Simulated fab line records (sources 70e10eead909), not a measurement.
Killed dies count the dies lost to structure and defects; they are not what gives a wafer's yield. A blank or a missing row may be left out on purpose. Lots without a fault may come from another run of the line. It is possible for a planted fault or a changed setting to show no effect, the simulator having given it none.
fab line records	flow nand_harc
record lots=24	wafers=72	last_day=34
route steps=1302 shown A_CONTACT@1003
lots that met no fault: from a run of the same line without faults
start_h: hours from the record's first day to the start of the lot's first wafer shown	wait_h: time in hours since the lot's previous step	" repeats the value in the row above	L1.1+2: a single row standing in for several wafers	- either no value or no given start	* or withheld: withheld	< > ~ a bound
route shown NAME@n: NAME is a module with steps in the file, n the number in the route of the first one	usual: mean and standard deviation over wafers with no fault	same: alike in all rows	chamber/n: place in a boat	sites: the reading at each site	_std_site: the values' standard deviation	_edge_site: mean of outer sites minus mean of inner sites	radius_mm: for every site, how far away it sits from the centre of the wafer	mask NAME#n: copy n	behind: the tool/chamber that last shaped the wafer	hold: the reason the lot was held/the length of the hold in hours/how it ended	device: transistor that didn't switch, given as n, p or np	end of line: the route-end tests of the same wafers	step lacking rows: just its recipe	killed: dies that structure and defects cost at the first sort, which is not the same as the wafer's yield	map: a wafer's dies, x killed, . not, _ none there
set.NAME: the setting that was run; set.NAME@STEP: the one run at that earlier step	model.NAME: the simulator's own value behind a step, which no gauge read
steps of the route over a sample of lots; a table a step, a row a wafer
services: a tool's chamber out of use, with start hour (start_h, from the record's first day; less than 0 if before it), hours out, and reason
## steps
# step NHARC_A_CONTACT_ETCH_50
# recipe target_depth_a=1210	time_s=60.5	cf4_flow_sccm=100	chf3_flow_sccm=30	ar_flow_sccm=0	rf_w=500	bias_w=200	chemistry=CF4/CHF3
# usual drypump_motor_current_A=5.7/0.44	oes_product_au=0.952/0.022	rf_vpp_V=370.2/2.6	showerhead_plenum_p_Torr=1.56/0.074	throttle_valve_pct=16.802/0.0095
lot.wafer	tool	chamber	start_h	wait_h	drypump_motor_current_A	oes_product_au	rf_hours_counter_h	rf_vpp_V	showerhead_plenum_p_Torr	throttle_valve_pct
L074.4	rie_diel-02	2	-	-	5.8	0.987	15	369.0	1.53	16.807
L074.2	"	3	"	"	6.1	0.961	13	374.7	1.70	16.797
L074.5	"	0	"	"	5.2	0.957	-	368.3	1.56	16.806
L075.3	rie_diel-05	2	-	-	6.7	0.982	22	368.8	1.55	16.818
L075.2	"	0	"	"	5.4	0.956	29	371.6	1.59	16.797
L075.6	"	3	"	"	5.3	0.924	-	369.1	1.50	16.811
L076.3	rie_diel-05	1	-	-	5.3	0.953	38	368.6	1.50	16.812
L076.1	"	2	"	"	6.7	0.972	28	368.6	1.54	16.805
L076.2	"	3	"	"	5.2	0.958	32	368.0	1.50	16.797
L077.1	rie_diel-02	1	-	-	5.3	0.965	18	370.1	1.48	16.809
L077.5	"	2	"	"	5.8	0.970	-	368.9	1.53	16.806
L077.4	"	1	"	"	5.3	0.961	-	366.2	1.48	16.812
L078.4	rie_diel-09	1	-	-	6.2	0.941	8	373.4	1.65	16.785
L078.2	"	3	"	"	5.8	0.930	7	369.8	1.58	16.790
L078.6	"	1	"	"	6.2	0.935	-	373.5	1.65	16.803
L079.2	rie_diel-02	2	-	-	5.8	0.946	22	367.4	1.53	16.801
L079.1	"	1	"	"	5.3	0.928	23	366.9	1.48	16.805
L079.4	"	1	"	"	5.3	0.932	-	365.6	1.48	16.795
L080.1	rie_diel-09	3	-	-	5.8	0.962	18	371.2	1.57	16.805
L080.2	"	2	"	"	6.1	0.974	21	373.5	1.67	16.810
L080.6	"	0	"	"	6.0	0.982	-	367.7	1.49	16.788
L082.4	rie_diel-02	1	-	-	5.3	0.949	27	367.2	1.47	16.798
L082.5	"	0	"	"	5.2	0.970	-	369.4	1.56	16.805
L082.6	"	1	"	"	5.3	0.944	-	368.3	1.48	16.783
L081.4	rie_diel-05	2	571.37	-	6.8	0.929	46	370.0	1.54	16.806
L081.1	"	3	"	"	5.2	0.935	49	368.0	1.50	16.826
L081.3	"	1	"	"	5.2	0.907	53	369.7	1.49	16.799
L083.3	rie_diel-09	2	-	-	6.1	0.916	33	374.8	1.66	16.806
L083.6	"	2	"	"	6.1	0.922	-	373.1	1.66	16.796
L083.5	"	3	"	"	5.7	0.912	-	371.0	1.57	16.785
L084.2	rie_diel-02	3	-	-	6.1	0.953	2	372.8	1.69	16.815
L084.5	"	3	"	"	6.1	0.948	-	373.5	1.69	16.799
L084.6	"	0	"	"	5.2	0.941	-	371.0	1.56	16.808
L085.3	rie_diel-02	3	-	-	6.1	0.943	3	375.1	1.69	16.811
L085.4	"	0	"	"	5.2	0.943	4	369.7	1.56	16.808
L085.5	"	0	"	"	5.2	0.943	-	369.7	1.56	16.789
L086.3	rie_diel-02	1	-	-	5.3	0.957	8	365.8	1.47	16.797
L086.1	"	0	"	"	5.2	0.949	7	370.6	1.55	16.800
L086.6	"	1	"	"	5.3	0.962	-	367.5	1.47	16.803
L088.1	rie_diel-02	1	-	-	5.3	0.964	12	368.3	1.47	16.810
L088.3	"	3	"	"	6.0	0.957	8	373.7	1.69	16.807
L088.4	"	0	"	"	5.2	0.951	10	368.9	1.55	16.801
L087.1	rie_diel-09	2	-	-	6.1	0.923	50	373.7	1.66	16.801
L087.3	"	1	"	"	6.2	0.925	53	373.7	1.64	16.803
L087.5	"	2	"	"	6.1	0.909	-	374.0	1.66	16.783
L089.3	rie_diel-02	1	-	-	5.3	0.956	13	366.7	1.47	16.816
L089.2	"	2	"	"	5.8	0.987	11	370.4	1.53	16.803
L089.4	"	0	"	"	5.2	0.964	11	369.9	1.55	16.808
L090.1	rie_diel-02	2	-	-	5.8	0.960	16	369.4	1.53	16.820
L090.2	"	0	"	"	5.2	0.940	14	370.1	1.55	16.812
L090.6	"	1	"	"	5.3	0.936	-	367.4	1.47	16.806
L091.4	rie_diel-02	0	-	-	5.2	0.938	16	369.1	1.55	16.801
L091.2	"	2	"	"	5.8	0.986	18	369.1	1.53	16.806
L091.5	"	0	"	"	5.2	0.955	-	369.3	1.55	16.801
L092.1	rie_diel-02	3	-	-	6.1	0.924	18	374.8	1.69	16.806
L092.2	"	0	"	"	5.2	0.914	18	370.4	1.55	16.805
L092.4	"	1	"	"	5.3	0.917	22	366.8	1.47	16.806
L094.4	rie_diel-05	3	-	-	5.2	0.973	28	367.7	1.49	16.789
L094.1	"	0	"	"	5.4	0.953	15	370.4	1.58	16.793
L094.3	"	1	"	"	5.3	0.942	27	366.7	1.49	16.805
L093.4	rie_diel-02	0	-	-	5.2	0.941	19	369.9	1.55	16.815
L093.3	"	3	"	"	6.1	0.974	20	374.2	1.69	16.825
L093.5	"	1	"	"	5.3	0.943	-	368.0	1.47	16.808
L096.1	rie_diel-09	0	-	-	5.9	0.979	10	368.4	1.48	16.777
L096.2	"	1	"	"	6.2	0.989	3	373.1	1.64	16.803
L096.5	"	1	"	"	6.2	0.978	-	371.9	1.64	16.797
L095.4	rie_diel-05	3	-	-	5.3	0.929	40	368.3	1.49	16.802
L095.6	"	1	"	"	5.3	0.923	-	367.7	1.48	16.796
L095.5	"	2	"	"	6.7	0.926	-	370.1	1.53	16.812
L097.2	rie_diel-09	2	-	-	6.1	0.972	14	373.9	1.65	16.794
L097.4	"	3	"	"	5.7	0.931	15	371.1	1.56	16.791
L097.6	"	2	"	"	6.1	0.974	-	373.6	1.65	16.807
# step NHARC_A_CONTACT_ETCH_118
# recipe source_w=withheld	pressure_mtorr=20	bias_v=3000	time_s=190	target_depth_a=18500	ar_flow_sccm=withheld	c4f8_flow_sccm=withheld	o2_flow_sccm=withheld	chemistry=C4F8/O2/Ar
lot.wafer	tool	chamber	start_h	wait_h	rf_hours_counter_h
L074.2	har_cap_etch-02	0	501.82	0.1	80
L074.4	"	1	"	"	-
L074.5	"	1	"	"	-
L075.2	har_cap_etch-03	1	503.53	0.1	49
L075.3	"	1	"	"	-
L075.6	"	1	"	"	-
L076.2	har_cap_etch-01	1	516.59	0.1	1
L076.1	"	0	"	"	1
L076.3	"	1	"	"	-
L077.1	har_cap_etch-01	0	522.20	0.1	3
L077.4	"	1	"	"	-
L077.5	"	0	"	"	-
L078.2	har_cap_etch-02	1	522.62	0.1	85
L078.4	"	1	"	"	-
L078.6	"	0	"	"	-
L079.2	har_cap_etch-01	1	540.77	0.1	7
L079.1	"	0	"	"	7
L079.4	"	0	"	"	-
L080.1	har_cap_etch-01	0	551.63	0.1	10
L080.2	"	1	"	"	10
L080.6	"	0	"	"	-
L082.4	har_cap_etch-01	0	573.09	0.1	-
L082.5	"	0	"	"	-
L082.6	"	1	"	"	-
L081.1	har_cap_etch-03	1	573.92	0.1	60
L081.3	"	1	"	"	-
L081.4	"	0	"	"	-
L083.3	har_cap_etch-03	0	586.00	0.1	-
L083.5	"	1	"	"	-
L083.6	"	0	"	"	-
L084.2	har_cap_etch-03	0	593.79	0.1	65
L084.6	"	1	"	"	-
L084.5	"	0	"	"	-
L085.3	har_cap_etch-01	0	597.21	0.1	-
L085.4	"	1	"	"	-
L085.5	"	0	"	"	-
L086.1	har_cap_etch-02	0	615.59	0.1	102
L086.3	"	1	"	"	-
L086.6	"	0	"	"	-
L088.1	har_cap_etch-02	1	636.80	0.1	104
L088.3	"	0	"	"	-
L088.4	"	1	"	"	-
L087.1	har_cap_etch-03	1	637.03	0.1	71
L087.3	"	0	"	"	-
L087.5	"	1	"	"	-
L089.2	har_cap_etch-01	1	643.02	0.1	24
L089.3	"	0	"	"	-
L089.4	"	1	"	"	-
L090.2	har_cap_etch-02	1	655.40	0.1	108
L090.1	"	0	"	"	108
L090.6	"	0	"	"	-
L091.2	har_cap_etch-01	1	668.18	0.1	30
L091.4	"	1	"	"	-
L091.5	"	0	"	"	-
L092.2	har_cap_etch-01	1	681.76	0.1	32
L092.1	"	0	"	"	32
L092.4	"	0	"	"	-
L094.1	har_cap_etch-02	1	683.83	0.1	113
L094.4	"	0	"	"	-
L094.3	"	1	"	"	-
L093.3	har_cap_etch-01	1	687.64	0.1	-
L093.4	"	0	"	"	-
L093.5	"	0	"	"	-
L096.1	har_cap_etch-02	0	709.37	0.1	119
L096.2	"	1	"	"	119
L096.5	"	0	"	"	-
L095.4	har_cap_etch-03	1	709.75	0.1	-
L095.6	"	1	"	"	-
L095.5	"	0	"	"	-
L097.2	har_cap_etch-02	1	731.88	0.1	123
L097.4	"	1	"	"	-
L097.6	"	1	"	"	-
# step NHARC_A_CONTACT_ETCH_121
# recipe source_w=withheld	pressure_mtorr=20	bias_v=3000	time_s=190	target_depth_a=18500	ar_flow_sccm=withheld	c4f8_flow_sccm=withheld	o2_flow_sccm=withheld	chemistry=C4F8/O2/Ar
lot.wafer	tool	chamber	start_h	wait_h	rf_hours_counter_h
L074.2	har_cap_etch-02	0	502.34	0.1	80
L074.4	"	1	"	"	-
L074.5	"	1	"	"	-
L075.2	har_cap_etch-03	1	504.04	0.1	49
L075.3	"	1	"	"	-
L075.6	"	1	"	"	-
L076.2	har_cap_etch-01	1	517.11	0.1	2
L076.1	"	0	"	"	2
L076.3	"	1	"	"	-
L077.1	har_cap_etch-01	0	522.71	0.1	4
L077.4	"	1	"	"	-
L077.5	"	0	"	"	-
L078.2	har_cap_etch-02	1	523.14	0.1	86
L078.4	"	1	"	"	-
L078.6	"	0	"	"	-
L079.2	har_cap_etch-01	1	541.28	0.1	8
L079.1	"	0	"	"	8
L079.4	"	0	"	"	-
L080.1	har_cap_etch-01	0	552.15	0.1	10
L080.2	"	1	"	"	10
L080.6	"	0	"	"	-
L082.4	har_cap_etch-01	0	573.60	0.1	-
L082.5	"	0	"	"	-
L082.6	"	1	"	"	-
L081.1	har_cap_etch-03	1	574.43	0.1	60
L081.3	"	1	"	"	-
L081.4	"	0	"	"	-
L083.3	har_cap_etch-03	0	586.52	0.1	-
L083.5	"	1	"	"	-
L083.6	"	0	"	"	-
L084.2	har_cap_etch-03	0	594.31	0.1	65
L084.6	"	1	"	"	-
L084.5	"	0	"	"	-
L085.3	har_cap_etch-01	0	597.72	0.1	-
L085.4	"	1	"	"	-
L085.5	"	0	"	"	-
L086.1	har_cap_etch-02	0	616.10	0.1	103
L086.3	"	1	"	"	-
L086.6	"	0	"	"	-
L088.1	har_cap_etch-02	1	637.31	0.1	105
L088.3	"	0	"	"	-
L088.4	"	1	"	"	-
L087.1	har_cap_etch-03	1	637.54	0.1	72
L087.3	"	0	"	"	-
L087.5	"	1	"	"	-
L089.2	har_cap_etch-01	1	643.53	0.1	25
L089.3	"	0	"	"	-
L089.4	"	1	"	"	-
L090.2	har_cap_etch-02	1	655.91	0.1	109
L090.1	"	0	"	"	109
L090.6	"	0	"	"	-
L091.2	har_cap_etch-01	1	668.70	0.1	30
L091.4	"	1	"	"	-
L091.5	"	0	"	"	-
L092.2	har_cap_etch-01	1	682.27	0.1	32
L092.1	"	0	"	"	32
L092.4	"	0	"	"	-
L094.1	har_cap_etch-02	1	684.34	0.1	114
L094.4	"	0	"	"	-
L094.3	"	1	"	"	-
L093.3	har_cap_etch-01	1	688.15	0.1	-
L093.4	"	0	"	"	-
L093.5	"	0	"	"	-
L096.1	har_cap_etch-02	0	709.87	0.1	119
L096.2	"	1	"	"	119
L096.5	"	0	"	"	-
L095.4	har_cap_etch-03	1	710.26	0.1	-
L095.6	"	1	"	"	-
L095.5	"	0	"	"	-
L097.2	har_cap_etch-02	1	732.39	0.1	123
L097.4	"	1	"	"	-
L097.6	"	1	"	"	-
# step NHARC_A_CONTACT_ETCH_122
# recipe source_w=withheld	pressure_mtorr=20	bias_v=3000	time_s=190	target_depth_a=18500	ar_flow_sccm=withheld	c4f8_flow_sccm=withheld	o2_flow_sccm=withheld	chemistry=C4F8/O2/Ar
lot.wafer	tool	chamber	start_h	wait_h	rf_hours_counter_h
L074.2	har_cap_etch-02	0	502.51	0.1	80
L074.4	"	1	"	"	-
L074.5	"	1	"	"	-
L075.2	har_cap_etch-03	1	504.21	0.1	49
L075.3	"	1	"	"	-
L075.6	"	1	"	"	-
L076.2	har_cap_etch-01	1	517.28	0.1	2
L076.1	"	0	"	"	2
L076.3	"	1	"	"	-
L077.1	har_cap_etch-01	0	522.88	0.1	4
L077.4	"	1	"	"	-
L077.5	"	0	"	"	-
L078.2	har_cap_etch-02	1	523.30	0.1	86
L078.4	"	1	"	"	-
L078.6	"	0	"	"	-
L079.2	har_cap_etch-01	1	541.45	0.1	8
L079.1	"	0	"	"	8
L079.4	"	0	"	"	-
L080.1	har_cap_etch-01	0	552.32	0.1	10
L080.2	"	1	"	"	10
L080.6	"	0	"	"	-
L082.4	har_cap_etch-01	0	573.78	0.1	-
L082.5	"	0	"	"	-
L082.6	"	1	"	"	-
L081.1	har_cap_etch-03	1	574.60	0.1	61
L081.3	"	1	"	"	-
L081.4	"	0	"	"	-
L083.3	har_cap_etch-03	0	586.69	0.1	-
L083.5	"	1	"	"	-
L083.6	"	0	"	"	-
L084.2	har_cap_etch-03	0	594.48	0.1	65
L084.6	"	1	"	"	-
L084.5	"	0	"	"	-
L085.3	har_cap_etch-01	0	597.91	0.2	-
L085.4	"	1	"	"	-
L085.5	"	0	"	"	-
L086.1	har_cap_etch-02	0	616.27	0.1	103
L086.3	"	1	"	"	-
L086.6	"	0	"	"	-
L088.1	har_cap_etch-02	1	637.49	0.1	105
L088.3	"	0	"	"	-
L088.4	"	1	"	"	-
L087.1	har_cap_etch-03	1	637.71	0.1	72
L087.3	"	0	"	"	-
L087.5	"	1	"	"	-
L089.2	har_cap_etch-01	1	643.70	0.1	25
L089.3	"	0	"	"	-
L089.4	"	1	"	"	-
L090.2	har_cap_etch-02	1	656.08	0.1	109
L090.1	"	0	"	"	109
L090.6	"	0	"	"	-
L091.2	har_cap_etch-01	1	668.87	0.1	30
L091.4	"	1	"	"	-
L091.5	"	0	"	"	-
L092.2	har_cap_etch-01	1	682.44	0.1	32
L092.1	"	0	"	"	32
L092.4	"	0	"	"	-
L094.1	har_cap_etch-02	1	684.51	0.1	114
L094.4	"	0	"	"	-
L094.3	"	1	"	"	-
L093.3	har_cap_etch-01	1	688.32	0.1	-
L093.4	"	0	"	"	-
L093.5	"	0	"	"	-
L096.1	har_cap_etch-02	0	710.04	0.1	119
L096.2	"	1	"	"	119
L096.5	"	0	"	"	-
L095.4	har_cap_etch-03	1	710.43	0.1	-
L095.6	"	1	"	"	-
L095.5	"	0	"	"	-
L097.2	har_cap_etch-02	1	732.56	0.1	124
L097.4	"	1	"	"	-
L097.6	"	1	"	"	-
# step NHARC_A_CONTACT_ETCH_123
# recipe source_w=withheld	pressure_mtorr=20	bias_v=400	time_s=490	target_depth_a=21100	ar_flow_sccm=withheld	c4f8_flow_sccm=11.5	o2_flow_sccm=7.2	chemistry=C4F8/O2/Ar
lot.wafer	tool	chamber	start_h	wait_h	rf_hours_counter_h
L074.2	har_cap_etch-02	0	502.74	0.2	81
L074.4	"	1	"	"	-
L074.5	"	1	"	"	-
L075.2	har_cap_etch-03	1	504.44	0.2	50
L075.3	"	1	"	"	-
L075.6	"	1	"	"	-
L076.2	har_cap_etch-01	1	517.45	0.1	2
L076.1	"	0	"	"	2
L076.3	"	1	"	"	-
L077.1	har_cap_etch-01	0	523.06	0.1	4
L077.4	"	1	"	"	-
L077.5	"	0	"	"	-
L078.2	har_cap_etch-02	1	523.48	0.1	86
L078.4	"	1	"	"	-
L078.6	"	0	"	"	-
L079.2	har_cap_etch-01	1	541.62	0.1	8
L079.1	"	0	"	"	8
L079.4	"	0	"	"	-
L080.1	har_cap_etch-01	0	552.49	0.1	11
L080.2	"	1	"	"	11
L080.6	"	0	"	"	-
L082.4	har_cap_etch-01	0	574.06	0.3	-
L082.5	"	0	"	"	-
L082.6	"	1	"	"	-
L081.1	har_cap_etch-03	1	574.77	0.1	61
L081.3	"	1	"	"	-
L081.4	"	0	"	"	-
L083.3	har_cap_etch-03	0	587.03	0.3	-
L083.5	"	1	"	"	-
L083.6	"	0	"	"	-
L084.2	har_cap_etch-03	0	594.71	0.2	65
L084.6	"	1	"	"	-
L084.5	"	0	"	"	-
L085.3	har_cap_etch-01	0	598.30	0.3	-
L085.4	"	1	"	"	-
L085.5	"	0	"	"	-
L086.1	har_cap_etch-02	0	616.50	0.2	103
L086.3	"	1	"	"	-
L086.6	"	0	"	"	-
L088.1	har_cap_etch-02	1	637.71	0.2	105
L088.3	"	0	"	"	-
L088.4	"	1	"	"	-
L087.1	har_cap_etch-03	1	637.94	0.2	72
L087.3	"	0	"	"	-
L087.5	"	1	"	"	-
L089.2	har_cap_etch-01	1	643.93	0.2	25
L089.3	"	0	"	"	-
L089.4	"	1	"	"	-
L090.2	har_cap_etch-02	1	656.25	0.1	109
L090.1	"	0	"	"	109
L090.6	"	0	"	"	-
L091.2	har_cap_etch-01	1	669.04	0.1	30
L091.4	"	1	"	"	-
L091.5	"	0	"	"	-
L092.2	har_cap_etch-01	1	682.61	0.1	33
L092.1	"	0	"	"	33
L092.4	"	0	"	"	-
L094.1	har_cap_etch-02	1	684.74	0.2	114
L094.4	"	0	"	"	-
L094.3	"	1	"	"	-
L093.3	har_cap_etch-01	1	688.60	0.3	-
L093.4	"	0	"	"	-
L093.5	"	0	"	"	-
L096.1	har_cap_etch-02	0	710.21	0.1	120
L096.2	"	1	"	"	120
L096.5	"	0	"	"	-
L095.4	har_cap_etch-03	1	710.72	0.3	-
L095.6	"	1	"	"	-
L095.5	"	0	"	"	-
L097.2	har_cap_etch-02	1	732.73	0.1	124
L097.4	"	1	"	"	-
L097.6	"	1	"	"	-
# step NHARC_A_CONTACT_CD_MEAS_53
# usual cd_nm=289.5/1
lot.wafer	tool	chamber	start_h	wait_h	cd_nm
L074.2	cd_sem-03	-	503.86	-	290.5
L074.4	"	-	"	"	291.4
L074.5	"	-	"	"	291.0
L075.2	cd_sem-01	-	505.55	-	289.2
L075.3	"	-	"	"	290.1
L075.6	"	-	"	"	289.3
L076.1	cd_sem-03	-	518.64	-	289.3
L076.2	"	-	"	"	291.4
L076.3	"	-	"	"	289.8
L077.1	cd_sem-01	-	524.40	-	290.4
L077.4	"	-	"	"	289.5
L077.5	"	-	"	"	289.3
L078.2	cd_sem-03	-	524.68	-	289.5
L078.4	"	-	"	"	289.4
L078.6	"	-	"	"	289.6
L079.1	cd_sem-03	-	542.85	-	286.3
L079.2	"	-	"	"	286.0
L079.4	"	-	"	"	286.4
L080.1	cd_sem-02	-	553.71	-	289.9
L080.2	"	-	"	"	289.5
L080.6	"	-	"	"	289.6
L082.4	cd_sem-01	-	575.09	-	291.2
L082.5	"	-	"	"	291.2
L082.6	"	-	"	"	290.8
L081.1	cd_sem-01	-	575.97	-	290.1
L081.3	"	-	"	"	290.0
L081.4	"	-	"	"	289.9
L083.3	cd_sem-03	-	587.97	-	289.4
L083.5	"	-	"	"	289.1
L083.6	"	-	"	"	289.6
L084.2	cd_sem-03	-	595.82	-	289.5
L084.5	"	-	"	"	288.4
L084.6	"	-	"	"	288.7
L085.3	cd_sem-02	-	599.44	-	290.8
L085.4	"	-	"	"	290.2
L085.5	"	-	"	"	290.2
L086.1	cd_sem-01	-	617.61	-	288.4
L086.3	"	-	"	"	289.0
L086.6	"	-	"	"	287.9
L088.1	cd_sem-01	-	638.83	-	288.9
L088.3	"	-	"	"	290.1
L088.4	"	-	"	"	290.0
L087.1	cd_sem-02	-	639.06	-	288.9
L087.3	"	-	"	"	288.9
L087.5	"	-	"	"	289.1
L089.2	cd_sem-02	-	645.04	-	290.6
L089.3	"	-	"	"	290.2
L089.4	"	-	"	"	288.9
L090.1	cd_sem-03	-	657.44	-	288.0
L090.2	"	-	"	"	288.8
L090.6	"	-	"	"	288.5
L091.2	cd_sem-01	-	670.23	-	288.0
L091.4	"	-	"	"	288.4
L091.5	"	-	"	"	288.7
L092.1	cd_sem-03	-	683.80	-	289.1
L092.2	"	-	"	"	289.6
L092.4	"	-	"	"	290.3
L094.1	cd_sem-03	-	685.86	-	289.5
L094.3	"	-	"	"	289.1
L094.4	"	-	"	"	290.7
L093.3	cd_sem-02	-	689.64	-	289.5
L093.4	"	-	"	"	289.5
L093.5	"	-	"	"	291.3
L096.1	cd_sem-02	-	711.42	-	289.3
L096.2	"	-	"	"	289.5
L096.5	"	-	"	"	289.1
L095.4	cd_sem-01	-	711.78	-	289.8
L095.5	"	-	"	"	289.1
L095.6	"	-	"	"	288.7
L097.2	cd_sem-03	-	733.93	-	289.9
L097.4	"	-	"	"	289.7
L097.6	"	-	"	"	289.5
## services
tool	chamber	start_h	hours	kind
rie_diel-02	0	476.75	-	clean
rie_diel-02	1	476.75	-	clean
rie_diel-02	2	476.75	-	clean
har_cap_etch-01	-	497.00	17.0	pm
har_cap_etch-01	0	497.00	17.0	vent_cycle
har_cap_etch-01	1	497.00	17.0	vent_cycle
rie_diel-09	-	497.12	9.0	pm
rie_diel-02	3	501.59	3.2	repair
har_cap_etch-01	0	514.00	-	clean
har_cap_etch-01	1	514.00	-	clean
rie_diel-02	0	517.66	3.6	repair
rie_diel-05	1	526.54	6.4	repair
rie_diel-05	-	541.85	0.6	repair
rie_diel-09	3	542.58	2.1	repair
rie_diel-05	-	544.38	0.7	repair
rie_diel-02	-	571.37	9.0	pm
rie_diel-05	-	583.60	9.0	pm
rie_diel-05	0	598.63	27.0	repair
rie_diel-05	2	644.10	1.8	repair
rie_diel-02	0	649.90	1.2	repair
rie_diel-09	-	674.58	9.0	pm
rie_diel-09	1	695.15	10.3	repair
rie_diel-09	1	709.40	5.7	repair
rie_diel-05	3	719.40	16.5	repair
## key
fault none
